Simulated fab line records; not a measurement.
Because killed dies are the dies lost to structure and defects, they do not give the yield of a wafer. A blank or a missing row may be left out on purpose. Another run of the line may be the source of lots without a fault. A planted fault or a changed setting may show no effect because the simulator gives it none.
Matching of chambers + flow nand_harc + 4 sister chambers for NHARC_A_CONTACT_ETCH_110 on rie_diel-06
The step etches the open film in CF4/O2, target depth 60 nm, overetch 6 nm, time 33 s. 4 wafers are shown with their chamber, then 7 later ones without.

WAFERS, EACH WITH ITS CHAMBER
| wafer  | chamber | drypump_motor_current_A (A) |
|--------|---------|-----------------------------|
| L572.1 | 1       | 5.0                         |
| L572.3 | 0       | 6.4                         |
| L572.6 | 3       | 5.3                         |
| L573.2 | 2       | 6.3                         |

WAFERS WITHOUT THEIR CHAMBER
| wafer  | drypump_motor_current_A (A) |
|--------|-----------------------------|
| L573.4 | 5.1                         |
| L573.5 | 6.4                         |
| L575.1 | 5.3                         |
| L575.3 | 6.4                         |
| L575.5 | 5.3                         |
| L580.1 | 6.3                         |
| L580.2 | 5.4                         |

CHAMBER TAKEN BY EACH
| wafer  | from the rows above     | in truth |
|--------|-------------------------|----------|
| L573.4 | can't be placed: 1 or 3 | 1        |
| L573.5 | can't be placed: 0 or 2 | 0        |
| L575.1 | 3                       | 3        |
| L575.3 | can't be placed: 0 or 2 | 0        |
| L575.5 | 3                       | 3        |
| L580.1 | can't be placed: 2 or 0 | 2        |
| L580.2 | 3                       | 3        |
Placed correctly: 3 of 7. Unplaceable from these rows: 4, with the true chamber sitting among the candidates in 4. 0 placed wrongly.
How it was worked out, from the rows above alone: a wafer's distance from a chamber is the root of the sum, over the readings, of the square of ((its reading less the chamber's mean) divided by the reading's scatter). The wafer belongs to the nearest chamber; if the next one is less than 2 further off, it can't be placed. Each chamber's mean is taken over the wafers shown for it. The scatter: root of mean squared gap, hidden wafer to nearest shown wafer, with one shown wafer a chamber.
